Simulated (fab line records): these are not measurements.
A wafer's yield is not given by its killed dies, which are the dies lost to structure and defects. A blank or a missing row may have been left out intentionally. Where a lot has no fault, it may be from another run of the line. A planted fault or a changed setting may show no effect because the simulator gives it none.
Split-lot study || flow n5Finfet || 7 lots, 21 wafers read, on a route of 1938 steps

ON THE SPLIT
At N5_WELL_APT_PEB_06 (peb time 90 s), the setting pebTimeS was moved away from the recipe's 90 s on 6 of the 21 wafers read, by -17.4% to +6.5%. All remaining wafers had this setting at the recipe value.

FROM THE SPLIT TO THE READING: what the file shows between them, 2 steps
- N5_WELL_APT_DEVELOP_07: develop time 45 s
- N5_WELL_APT_HARDBAKE_12: time 120 s

THE READING
Shown in nm: cdNm at N5_WELL_APT_CD_MEAS_08, with target cd 200 nm. Fault-free wafers of this fab line usually give 200.8 nm, standard deviation 1.4 nm.

{"wafer": "L077.1", "tool, chamber at the split": "lithoTrack-05, 0", "pebTimeS as run, s": 90, "against the recipe": "recipe", "cdNm, nm": 203.0, "against lot-mates on the recipe": "-"}
{"wafer": "L077.2", "tool, chamber at the split": "lithoTrack-05, 0", "pebTimeS as run, s": 90, "against the recipe": "recipe", "cdNm, nm": 199.8, "against lot-mates on the recipe": "-"}
{"wafer": "L077.6", "tool, chamber at the split": "lithoTrack-05, 0", "pebTimeS as run, s": 95.88, "against the recipe": "+6.5%", "cdNm, nm": 202.2, "against lot-mates on the recipe": "+0.8"}
{"wafer": "L080.1", "tool, chamber at the split": "lithoTrack-02, 0", "pebTimeS as run, s": 84.63, "against the recipe": "-6.0%", "cdNm, nm": 198.7, "against lot-mates on the recipe": -2.4}
{"wafer": "L080.3", "tool, chamber at the split": "lithoTrack-02, 0", "pebTimeS as run, s": 90, "against the recipe": "recipe", "cdNm, nm": 201.5, "against lot-mates on the recipe": "-"}
{"wafer": "L080.4", "tool, chamber at the split": "lithoTrack-02, 0", "pebTimeS as run, s": 90, "against the recipe": "recipe", "cdNm, nm": 200.6, "against lot-mates on the recipe": "-"}
{"wafer": "L081.1", "tool, chamber at the split": "lithoTrack-05, 0", "pebTimeS as run, s": 95.81, "against the recipe": "+6.5%", "cdNm, nm": 205.3, "against lot-mates on the recipe": "+3.0"}
{"wafer": "L081.4", "tool, chamber at the split": "lithoTrack-05, 0", "pebTimeS as run, s": 90, "against the recipe": "recipe", "cdNm, nm": 202.3, "against lot-mates on the recipe": "-"}
{"wafer": "L081.6", "tool, chamber at the split": "lithoTrack-05, 0", "pebTimeS as run, s": 95.81, "against the recipe": "+6.5%", "cdNm, nm": 205.7, "against lot-mates on the recipe": "+3.4"}
{"wafer": "L086.1", "tool, chamber at the split": "lithoTrack-05, 0", "pebTimeS as run, s": 74.3, "against the recipe": "-17.4%", "cdNm, nm": 192.7, "against lot-mates on the recipe": -8.1}
{"wafer": "L086.3", "tool, chamber at the split": "lithoTrack-05, 0", "pebTimeS as run, s": 90, "against the recipe": "recipe", "cdNm, nm": 200.9, "against lot-mates on the recipe": "-"}
{"wafer": "L086.5", "tool, chamber at the split": "lithoTrack-05, 0", "pebTimeS as run, s": 90, "against the recipe": "recipe", "cdNm, nm": 200.6, "against lot-mates on the recipe": "-"}
{"wafer": "L090.2", "tool, chamber at the split": "lithoTrack-02, 0", "pebTimeS as run, s": 83.1, "against the recipe": "-7.7%", "cdNm, nm": 197.4, "against lot-mates on the recipe": -3.7}
{"wafer": "L090.3", "tool, chamber at the split": "lithoTrack-02, 0", "pebTimeS as run, s": 90, "against the recipe": "recipe", "cdNm, nm": 200.1, "against lot-mates on the recipe": "-"}
{"wafer": "L090.5", "tool, chamber at the split": "lithoTrack-02, 0", "pebTimeS as run, s": 90, "against the recipe": "recipe", "cdNm, nm": 202.2, "against lot-mates on the recipe": "-"}
{"wafer": "L092.2", "tool, chamber at the split": "lithoTrack-02, 0", "pebTimeS as run, s": 90, "against the recipe": "recipe", "cdNm, nm": 200.1, "against lot-mates on the recipe": "-"}
{"wafer": "L092.4", "tool, chamber at the split": "lithoTrack-02, 0", "pebTimeS as run, s": 90, "against the recipe": "recipe", "cdNm, nm": 201.3, "against lot-mates on the recipe": "-"}
{"wafer": "L092.6", "tool, chamber at the split": "lithoTrack-02, 0", "pebTimeS as run, s": 90, "against the recipe": "recipe", "cdNm, nm": 200.0, "against lot-mates on the recipe": "-"}
{"wafer": "L096.1", "tool, chamber at the split": "lithoTrack-05, 0", "pebTimeS as run, s": 90, "against the recipe": "recipe", "cdNm, nm": 199.6, "against lot-mates on the recipe": "-"}
{"wafer": "L096.2", "tool, chamber at the split": "lithoTrack-05, 0", "pebTimeS as run, s": 90, "against the recipe": "recipe", "cdNm, nm": 200.9, "against lot-mates on the recipe": "-"}
{"wafer": "L096.6", "tool, chamber at the split": "lithoTrack-05, 0", "pebTimeS as run, s": 90, "against the recipe": "recipe", "cdNm, nm": 200.5, "against lot-mates on the recipe": "-"}

FIT RESULTS
A straight line over all 21 wafers: cdNm changes by +0.48 nm for each +1% of pebTimeS; r = +0.92; the points scatter about the line by 1.1 nm.
The same after taking each lot's own level away (the mean of its wafers on the recipe; 21 wafers): +0.436 nm for each +1%; r = +0.93; scatter 0.87 nm.
Per that fit: largest pebTimeS move, reading shift of 7.6 nm.
The lots' own levels span 200.33 to 202.30 nm, that is 1.4 times the standard deviation above.
Hence the slope depends on the lot-to-lot level, as the two fits are not the same.
Check: for one of the wafers moved furthest among these (-17.4%), held out of the fit, the line's prediction against its lot-mates is -7.16 nm. It came out at -8.05 nm against them.

THE WHOLE CHAIN: every reading that the file lists as answering this split, in the file's order
{"step": "N5_WELL_APT_CD_MEAS_08", "what it does": "target cd 200 nm", "reading": "cdNm", "change (the file's fit)": "+0.434 nm for each +1% of the setting", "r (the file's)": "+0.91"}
{"step": "N5_WELL_APT_DESCUM_13", "what it does": "chemistry O2, time 7.9 s", "reading": "WELL_APT.cdNm (the simulator's own value, which no gauge read)", "change (the file's fit)": "+0.427 nm for each +1% of the setting", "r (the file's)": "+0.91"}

FILE'S OWN FIT
cdNm changes by +0.434 nm for each +1% of pebTimeS, r = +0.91.
